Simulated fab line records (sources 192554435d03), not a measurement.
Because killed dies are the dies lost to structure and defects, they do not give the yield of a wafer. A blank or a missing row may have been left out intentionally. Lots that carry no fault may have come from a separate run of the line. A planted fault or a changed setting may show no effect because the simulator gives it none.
Chamber matching	flow n5 finfet	N5_BEOL_M12_DESCUM_15 on rie diel-06: 4 sister chambers
The step chemistry O2, time 7.9 s. 14 wafers are shown with their chamber, then 7 later ones without.

WAFERS, EACH WITH ITS CHAMBER
wafer	chamber	drypump motor current A (A)	showerhead plenum p Torr (Torr)	throttle valve pct (%)
L079.1	2	5.6	2.09	20.31
L079.4	0	5.7	2.04	20.39
L079.5	3	4.9	2.05	20.63
L083.4	1	5.8	1.99	20.63
L083.5	2	5.5	2.09	20.32
L083.6	1	5.8	1.99	20.64
L086.2	2	5.5	2.08	20.33
L086.4	3	4.9	2.04	20.65
L086.6	2	5.6	2.09	20.32
L084.1	2	5.5	2.08	20.33
L084.2	0	5.7	2.04	20.41
L084.4	3	4.9	2.04	20.66
L088.4	3	4.9	2.04	20.66
L088.5	3	4.9	2.04	20.69

SIGNATURES (means of the wafers above)
reading	chamber 0	chamber 1	chamber 2	chamber 3	scatter within a chamber
drypump motor current A	5.700	5.800	5.540	4.900	0.0346
showerhead plenum p Torr	2.0400	1.9900	2.0860	2.0420	0.00447
throttle valve pct	20.4000	20.6350	20.3220	20.6580	0.0155
Rule: a wafer lies at a distance from a chamber equal to the root of the sum of squares, over the readings, of (its reading less the chamber's mean, divided by the reading's scatter). The wafer belongs to the nearest chamber; if the next one is less than 2 further off, it can't be placed. How the scatter is found: for the shown wafers, subtract from each reading the mean of its chamber, square and add these, divide the total by (wafers less chambers), then take the root.

WAFERS MISSING THEIR CHAMBER
wafer	drypump motor current A (A)	showerhead plenum p Torr (Torr)	throttle valve pct (%)
L088.6	5.7	2.03	20.43
L092.2	5.7	2.03	20.45
L092.4	5.5	2.08	20.35
L092.6	5.7	2.03	20.44
L094.1	5.5	2.08	20.34
L094.2	4.9	2.04	20.70
L094.4	5.8	1.98	20.70

WHICH CHAMBER EACH ONE RAN IN
wafer	from the rows above	in truth
L088.6	0	0
L092.2	0	0
L092.4	2	2
L092.6	0	0
L094.1	2	2
L094.2	3	3
L094.4	1	1
Correctly placed: 7 of 7. Can't be placed from these rows: 0. Number placed wrongly: 0.
